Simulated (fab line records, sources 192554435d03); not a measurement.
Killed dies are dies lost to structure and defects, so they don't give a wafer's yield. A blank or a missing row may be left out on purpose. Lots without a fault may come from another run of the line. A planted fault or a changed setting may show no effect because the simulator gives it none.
A struck lot beside a sound one | flow n5_finfet | 43 steps out of a route of 1938
Sound: wafers L812.2, L812.3, L812.5. Struck: wafers L823.3, L823.6. (L823.4 of the same lot was not struck and is left out.) The cause comes at the end.
At each step with rows: each side's tool, then ch and its chambers, then its first start. Under that, the readings that differ: sound wafers | struck wafers | difference of the means | sigmas: that difference in standard deviations of wafers without a fault.
alike: readings whose means differ by less than 2 such deviations, and words and numbers that are the same on both sides. not compared: withheld readings, readings that some wafer has no value for, bounds like >300 that may hide the same value, and numbers for which the record gives no deviation and whose values overlap.
The two part at a step that has a row with sigmas, a row that says differs or no value, or rows on one side only. Numbers that don't overlap but have no deviation are shown without sigmas and don't part them. A reading that every wafer of one side lacks parts them only if that side has two wafers or more.

first, 4 steps without rows for these wafers: N5_STI_FIN_REVEAL_ALD_14 (deposits Si3N4, target thk 3 nm); N5_STI_FIN_REVEAL_FCVD_FILL_01 (material SiO2 flowable, target thk 312 nm, time 512.2 s); N5_STI_FIN_REVEAL_DENSIFY_02 (time 1800 s); N5_STI_FIN_REVEAL_CMP_04 (polishes, stops on Si3N4, t overpolish 4 s, target thk 131.83 nm).
N5_STI_FIN_REVEAL_THK_MEAS_05:
  sound on film_metro-01, day 3 09:30; struck on film_metro-01, day 6 04:39
  alike: thk_nm
N5_STI_FIN_REVEAL_DENSIFY_30:
  sound on rtp_anneal-01 ch 0, day 3 09:34; struck on rtp_anneal-01 ch 0, day 6 04:44
  alike: lamp_power_pct, lamp_zone_1_pct
  not compared: wafer_temp_C_max
then, 1 step without rows for these wafers: N5_STI_FIN_REVEAL_ETCHBACK_08 (etches SiO2 in C4F6/O2, target depth 30.5 nm, time 10.167 s).
N5_STI_FIN_REVEAL_STRIP_24: strips in N2/H2, time 90 s.
  sound on rie_diel-01 ch 0,2, day 3 09:46; struck on rie_diel-05 ch 2,3, day 6 04:55
  alike: drypump_motor_current_A, oes_product_au, rf_vpp_V, showerhead_plenum_p_Torr, throttle_valve_pct
  not compared: rf_hours_counter_h
then, 4 steps without rows for these wafers: N5_STI_FIN_REVEAL_PRECLEAN_25 (cleans in SPM, time 90 s); N5_STI_FIN_REVEAL_PRECLEAN_26 (cleans in SC1, time 45 s); N5_STI_FIN_REVEAL_PRECLEAN_29 (cleans in DHF, time 30 s); N5_STI_FIN_REVEAL_SRD_12 (time 30 s).
N5_STI_FIN_REVEAL_RECESS_09: chemistry HF/NH3, target SiO2, afs cycles 11, target depth 42.5 nm, sublimation time 60 s.
  sound on vapor_etch-02 ch 0,1, day 3 09:59; struck on vapor_etch-01 ch 0, day 6 05:44
  alike: drypump_motor_current_A
then, 7 steps without rows for these wafers: N5_STI_FIN_REVEAL_STRIP_16 (strips SiNx in H3PO4, target depth 23.8 nm); N5_STI_FIN_REVEAL_PRECLEAN_17 (cleans in NF3:NH3, afs cycles 1, time 20 s, sublimation time 60 s); N5_STI_FIN_REVEAL_ETCH_34 (etches Si in H2, material Si, target depth 0.97 nm); N5_STI_FIN_REVEAL_OXIDATION_31 (chemistry O2 PLASMA REMOTE, time 20 s); N5_STI_FIN_REVEAL_PRECLEAN_32 (cleans in NF3:NH3, afs cycles 1, time 20 s, sublimation time 60 s); N5_STI_FIN_REVEAL_STRIP_35 (strips Si3N4 in H3PO4, target depth 4 nm, time 39 s); N5_STI_FIN_REVEAL_SRD_21 (time 30 s).
N5_STI_FIN_REVEAL_OXIDATION_33: chemistry O2 PLASMA REMOTE, time 20 s.
  sound on plasma_asher-02 ch 0,1, day 3 12:37; struck on plasma_asher-02 ch 0,1, day 6 07:49
  alike: drypump_motor_current_A, heater_power_w
  not compared: rf_hours_counter_h
then, 2 steps without rows for these wafers: N5_STI_FIN_REVEAL_CLEAN_19 (cleans in O3/DIW, time 120 s); N5_STI_FIN_REVEAL_SRD_23 (time 30 s).
N5_STI_FIN_REVEAL_CD_MEAS_22: target cd 6.238 nm, pitch 28 nm.
  sound on cd_sem-02, day 3 12:47; struck on cd_sem-03, day 6 08:01
  alike: cd_nm
N5_STI_FIN_REVEAL_FIN_H_MEAS_10:
  sound on ocd-01, day 3 12:49; struck on ocd-01, day 6 08:03
  reading              | sound          | struck    | difference | sigmas
  trench_depth_nm (nm) | 51.7 50.7 51.0 | 56.1 55.2 | +4.5       | +6
then, 2 steps without rows for these wafers: N5_STI_FIN_REVEAL_PRECLEAN_18 (cleans in SC2, time 45 s); N5_STI_FIN_REVEAL_SRD_28 (time 30 s).
N5_STI_FIN_REVEAL_INSPECT_13: inspects for defects (darkfield).
  sound on defect_inspect-02, day 3 12:53; struck on defect_inspect-01, day 6 08:08
  alike: raw_defect_count
then, 2 steps without rows for these wafers: N5_DUMMY_GATE_PRECLEAN_00 (cleans in O3/DIW, time 60 s); N5_DUMMY_GATE_SRD_01 (time 30 s).
N5_DUMMY_GATE_ALD_02: deposits SiO2, target thk 2 nm, pulse time 1 s.
  sound on ald_sin-01 ch 1,2, day 3 13:14; struck on ald_sin-04 ch 0,3, day 6 08:14
  reading            | sound       | struck  | difference | sigmas
  heater_power_w (W) | 413 614 609 | 433 446 | -106       | -2
  alike: precursor_pulse_height_rel
then, 3 steps without rows for these wafers: N5_DUMMY_GATE_CVD_03 (deposits a-Si from SiH4, target thk 150 nm, time 8042 s); N5_DUMMY_GATE_PRECLEAN_46 (cleans in DIW, time 89.5 s); N5_DUMMY_GATE_SRD_47 (dry time 32 s).
N5_DUMMY_GATE_CMP_04: polishes a-Si.
  sound on cmp-03 ch 0,2, day 3 17:05; struck on cmp-03 ch 3, day 6 12:04
  alike: motor_current_A, time_to_endpoint_s
N5_DUMMY_GATE_THK_MEAS_05:
  sound on film_metro-02, day 3 17:20; struck on film_metro-02, day 6 12:19
  alike: thk_nm
then, 6 steps without rows for these wafers: N5_DUMMY_GATE_HM_DEP_06 (deposits SiNx from DCS/NH3, target thk 80 nm, time 5141 s); N5_DUMMY_GATE_PECVD_30 (deposits SiO2 from TEOS/O2, target thk 55 nm, time 10.8 s); N5_DUMMY_GATE_COAT_34 (time 60 s, resist thk 60 nm); N5_DUMMY_GATE_COAT_35 (time 60 s, resist thk 10 nm); N5_DUMMY_GATE_COAT_28 (time 60 s, resist thk 10 nm); N5_DUMMY_GATE_COAT_09 (resist thk 30 nm).
-- the record jumps here: 9 days lie between the struck wafers' starts before and after (it left off in module DUMMY_GATE and takes up again in module BEOL_M4, whose first step shown is number 1111 of the route) --
N5_BEOL_M4_RC_MEAS_101:
  sound on prober-01 ch 0, day 12 14:26; struck on prober-01 ch 0, day 15 09:11
  reading       | sound       | struck  | difference | sigmas
  ION_N (uA/um) | 686 665 680 | 723 702 | +36        | +3
  ION_P (uA/um) | 459 449 455 | 497 486 | +37        | +5
  alike: DIBL_N, DIBL_P, IOFF_N, IOFF_P, SS_N, SS_P, VT_N, VT_P

WHERE THEY PART
First at N5_STI_FIN_REVEAL_FIN_H_MEAS_10; last, within this record, at N5_BEOL_M4_RC_MEAS_101.

WHY: what the simulator had put in
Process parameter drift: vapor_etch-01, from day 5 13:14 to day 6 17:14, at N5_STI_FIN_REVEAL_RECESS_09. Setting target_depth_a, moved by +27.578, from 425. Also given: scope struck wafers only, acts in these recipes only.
